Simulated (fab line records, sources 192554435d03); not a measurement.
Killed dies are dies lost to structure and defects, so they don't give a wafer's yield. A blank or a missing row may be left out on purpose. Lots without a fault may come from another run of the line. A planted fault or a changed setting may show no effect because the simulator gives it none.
Chamber matching | flow n5_finfet | N5_STI_FIN_REVEAL_ETCHBACK_08 on rie_diel-02: 4 sister chambers
The step etches SiO2 in C4F6/O2, target depth 30.5 nm, time 10.167 s. 16 wafers are shown with their chamber, then 7 later ones without.

WAFERS WITH THEIR CHAMBER
wafer  | chamber | drypump_motor_current_A (A) | rf_vpp_V (V) | oes_product_au (a.u.)
L818.1 | 1       | 5.5                         | 657          | 0.70
L818.5 | 3       | 6.0                         | 674          | 0.74
L820.2 | 2       | 6.2                         | 645          | 0.85
L820.3 | 0       | 5.0                         | 666          | 0.98
L820.4 | 3       | 6.0                         | 675          | 0.74
L822.1 | 1       | 5.5                         | 658          | 0.69
L822.4 | 2       | 6.2                         | 644          | 0.85
L822.6 | 2       | 6.2                         | 643          | 0.85
L823.1 | 3       | 6.0                         | 674          | 0.73
L823.3 | 2       | 6.2                         | 643          | 0.85
L823.6 | 2       | 6.2                         | 642          | 0.83
L825.2 | 0       | 5.1                         | 664          | 0.96
L825.3 | 2       | 6.2                         | 643          | 0.85
L825.5 | 2       | 6.2                         | 644          | 0.85
L835.2 | 3       | 6.0                         | 674          | 0.71
L835.3 | 3       | 6.0                         | 676          | 0.72

SIGNATURES (means of the wafers above)
reading                 | chamber 0 | chamber 1 | chamber 2 | chamber 3 | scatter within a chamber
drypump_motor_current_A | 5.050     | 5.500     | 6.200     | 6.000     | 0.0204
rf_vpp_V                | 665.00    | 657.50    | 643.43    | 674.60    | 0.975
oes_product_au          | 0.9700    | 0.6950    | 0.8471    | 0.7280    | 0.0103
Rule: a wafer's distance from a chamber is the root of the sum, over the readings, of the square of ((its reading less the chamber's mean) divided by the reading's scatter). The wafer belongs to the nearest chamber; if the next one is less than 2 further off, it can't be placed. The scatter: the root of (the sum of the squares of (reading less its chamber's mean) over the shown wafers, divided by (wafers less chambers)).

WAFERS WITHOUT THEIR CHAMBER
wafer  | drypump_motor_current_A (A) | rf_vpp_V (V) | oes_product_au (a.u.)
L835.6 | 6.0                         | 674          | 0.72
L839.2 | 5.9                         | 674          | 0.70
L839.3 | 5.0                         | 666          | 0.89
L839.4 | 5.5                         | 657          | 0.87
L841.3 | 5.1                         | 666          | 0.90
L841.5 | 5.5                         | 657          | 0.88
L841.6 | 5.0                         | 666          | 0.89

WHICH CHAMBER EACH WENT THROUGH
wafer  | from the rows above | in truth
L835.6 | 3                   | 3
L839.2 | 3                   | 3
L839.3 | 0                   | 0
L839.4 | 1                   | 1
L841.3 | 0                   | 0
L841.5 | 1                   | 1
L841.6 | 0                   | 0
Placed correctly: 7 of 7. Can't be placed from these rows: 0. Placed wrongly: 0.
